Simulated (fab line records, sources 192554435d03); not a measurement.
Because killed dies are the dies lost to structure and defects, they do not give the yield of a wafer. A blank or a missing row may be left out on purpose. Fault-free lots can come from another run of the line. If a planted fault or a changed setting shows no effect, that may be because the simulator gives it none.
A lot that was struck, set against a sound lot || flow n5_finfet || 40 out of 1938 route steps
Sound: the wafers L292.2, L292.3, L292.5. Struck: wafer L283.6. (L283.2, L283.4 of the same lot were not struck and are left out.) The cause comes at the end.
For every step that has rows: the tool of each side, followed by ch and its chambers, followed by its first start. Under that, the readings that differ: sound wafers || struck wafers || difference of the means || sigmas: that difference in standard deviations of wafers without a fault.
alike: readings whose means differ by less than 2 such deviations, and words and numbers that are the same on both sides. not compared: withheld readings, readings that some wafer has no value for, bounds like >300 that may hide the same value, and numbers for which the record gives no deviation and whose values overlap.
Wherever a step has rows on one side only, a row that says differs or no value, or a row with sigmas, the two part there. Numbers that don't overlap but have no deviation are shown without sigmas and don't part them. Lack of a reading on every wafer of one side parts them only where that side has two or more wafers.

first, 10 steps without rows for these wafers: N5_HKMG_FIN_CMP_23 (polishes, stops on SiNx, t overpolish 10 s, target thk 46.326 nm); N5_HKMG_FIN_CMP_94 (polishes, stops on SiNx, t overpolish 4.7 s, target thk 43.299 nm); N5_GATE_CUT_ETCHBACK_00 (etches W in SF6/Cl2); N5_GATE_CUT_ETCH_56 (etches TiN in Cl2/Ar, target depth 21.6 nm); N5_GATE_CUT_ETCHBACK_30 (etches TiN in Cl2/Ar, target depth 3 nm); N5_GATE_CUT_VAPOR_ETCH_60 (etches HfO2 in BCl3/Cl2); N5_GATE_CUT_ETCH_58 (etches SiNx in CH3F/O2, target depth 17 nm, time 128.6 s); N5_GATE_CUT_STRIP_59 (strips in N2/H2, time 20 s); N5_GATE_CUT_PRECLEAN_31 (cleans in DIW, time 300 s); N5_GATE_CUT_SRD_32 (time 30 s).
N5_GATE_CUT_SAC_CAP_01: material SiNx, target thk 24 nm, pulse time 1 s, ald cycles 480.
  sound on ald_sin-03 ch 0,2, day 9 12:47; struck on ald_sin-01 ch 0, day 7 12:21
{"reading": "ald_cycles", "sound": "480 480 480", "struck": 654, "difference": "+174", "sigmas": ""}
{"reading": "precursor_pulse_height_rel", "sound": "1.033 0.976 1.001", "struck": 0.962, "difference": -0.041, "sigmas": -2}
{"reading": "model.SiNx_of_GATE_CUT_SAC_CAP_01.thk_nm (nm)", "sound": "23.8 24 24", "struck": 32.6, "difference": "+8.7", "sigmas": ""}
  alike: heater_power_w
then, 21 steps without rows for these wafers: N5_GATE_CUT_PECVD_57 (deposits SiNx from SiH4/NH3/N2, target thk 21 nm); N5_GATE_CUT_CMP_02 (polishes, stops on SiO2, t overpolish 12.7 s, target thk 0 nm); N5_GATE_CUT_HM_DEP_46 (deposits SiO2 from TEOS/O2, target thk 130 nm, time 26.6 s); N5_GATE_CUT_COAT_34 (time 60 s, resist thk 60 nm); N5_GATE_CUT_COAT_35 (time 60 s, resist thk 10 nm); N5_GATE_CUT_COAT_27 (time 60 s, resist thk 10 nm); N5_GATE_CUT_COAT_07 (resist thk 30 nm); N5_GATE_CUT_EBR_09; N5_GATE_CUT_SOFTBAKE_08 (time 60 s); N5_GATE_CUT_EXPOSE_10 (exposes mask GATE CUT, target cd 20 nm); N5_GATE_CUT_PEB_11 (peb time 60 s); N5_GATE_CUT_DEVELOP_12 (develop time 30 s); N5_GATE_CUT_DESCUM_18 (chemistry O2, time 7 s); N5_GATE_CUT_ETCH_28 (etches underlayer in N2/H2, target depth 13 nm, time 10.4 s); N5_GATE_CUT_ETCH_36 (etches SiARC in CF4, target depth 13 nm, time 21.7 s); N5_GATE_CUT_ETCH_37 (etches SOC in N2/H2, target depth 60 nm, overetch 12 nm, time 90 s); N5_GATE_CUT_STRIP_38 (strips in N2/H2); N5_GATE_CUT_STRIP_39 (strips in N2/H2); N5_GATE_CUT_HM_OPEN_40 (chemistry C4F6/O2, target SiO2, target depth 139 nm, time 85.1 s); N5_GATE_CUT_STRIP_41 (strips in CF4); N5_GATE_CUT_STRIP_42 (strips in O2).
N5_GATE_CUT_ETCH_19: etches SiNx in CH3F/O2, target depth 53.7 nm, time 76.7 s.
  sound on rie_diel-03 ch 0,3, day 9 16:08; struck on rie_diel-01 ch 3, day 7 14:40
{"reading": "etch_rf_on_time_s (s)", "sound": "77.6 74.0 77.1", "struck": 53.3, "difference": -22.9, "sigmas": -14}
  alike: drypump_motor_current_A, oes_product_au, rf_vpp_V, showerhead_plenum_p_Torr, throttle_valve_pct
  not compared: rf_hours_counter_h
then, 3 steps without rows for these wafers: N5_GATE_CUT_CUT_ETCH_53 (etches W in SF6/Cl2, target depth 79.2 nm); N5_GATE_CUT_CUT_ETCH_54 (etches TiN in Cl2/BCl3, target depth 96.7 nm); N5_GATE_CUT_CUT_ETCH_55 (etches HfO2 in BCl3, target depth 3.2 nm).
N5_MOL_CONTACT_COAG_CMP_28: polishes, stops on SiNx, t overpolish 0.85 s, target thk 14.522 nm.
  sound on cmp-02 ch 1,3, day 10 03:29; struck on cmp-03 ch 0, day 8 05:22
{"reading": "motor_current_A (A)", "sound": "13.6 11.3 12.2", "struck": 15.0, "difference": "+2.6", "sigmas": "+2"}
{"reading": "model.SiNx_of_GATE_CUT_SAC_CAP_01.thk_nm (nm)", "sound": "17.8 18 18", "struck": 24.4, "difference": "+6.5", "sigmas": ""}
  alike: time_to_endpoint_s
N5_MOL_CONTACT_COAG_THK_MEAS_29:
  sound: film_metro-02 at day 10 03:47; struck: film_metro-02 at day 8 05:35
{"reading": "MD_CAP_THK (nm)", "sound": "17.78 17.93 17.95", "struck": 24.36, "difference": "+6.47", "sigmas": "+82"}
N5_MOL_CONTACT_COAG_ETCH_47: etches SiNx in CH3F/O2, stops on W, target depth 27 nm.
  sound on rie_diel-02 ch 0,1, day 10 05:53; struck on rie_diel-05 ch 0, day 8 07:10
{"reading": "drypump_motor_current_A (A)", "sound": "5.2 4.9 5.2", "struck": 6.2, "difference": "+1.1", "sigmas": "+2"}
{"reading": "etch_rf_on_time_s (s)", "sound": "31.4 31.8 31.7", "struck": 43.0, "difference": "+11.4", "sigmas": "+21"}
{"reading": "model.etch.t_clear_s (s)", "sound": "26.16 26.52 26.4", "struck": 35.84, "difference": "+9.48", "sigmas": ""}
{"reading": "model.MOL_CONTACT_COAG.feature_depth_nm (nm)", "sound": "18.4 18.6 18.6", "struck": 25.2, "difference": "+6.7", "sigmas": ""}
{"reading": "model.etch.depth_nm (nm)", "sound": "17.82 17.92 17.95", "struck": 24.4, "difference": "+6.5", "sigmas": ""}
  alike: oes_product_au, rf_vpp_V, showerhead_plenum_p_Torr, throttle_valve_pct
  not compared: rf_hours_counter_h
-- the record jumps here: 4 days lie between the struck wafers' starts before and after (it left off in module MOL_CONTACT_COAG and takes up again in module BEOL_M4, whose first step shown is number 1111 of the route) --
N5_BEOL_M4_RC_MEAS_101:
  sound on prober-02 ch 0, day 14 04:06; struck on prober-02 ch 0, day 12 17:11
  alike: DIBL_N, DIBL_P, IOFF_N, IOFF_P, ION_N, ION_P, SS_N, SS_P, VT_N, VT_P

## WHERE THEY PART
Last at N5_MOL_CONTACT_COAG_ETCH_47 as far as this record goes, first at N5_GATE_CUT_SAC_CAP_01. Later steps at which nothing parts them and some readings are alike: N5_BEOL_M4_RC_MEAS_101.

WHY: whatever the simulator had introduced
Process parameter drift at N5_GATE_CUT_SAC_CAP_01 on ald_sin-01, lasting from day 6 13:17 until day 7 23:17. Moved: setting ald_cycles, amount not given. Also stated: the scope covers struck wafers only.
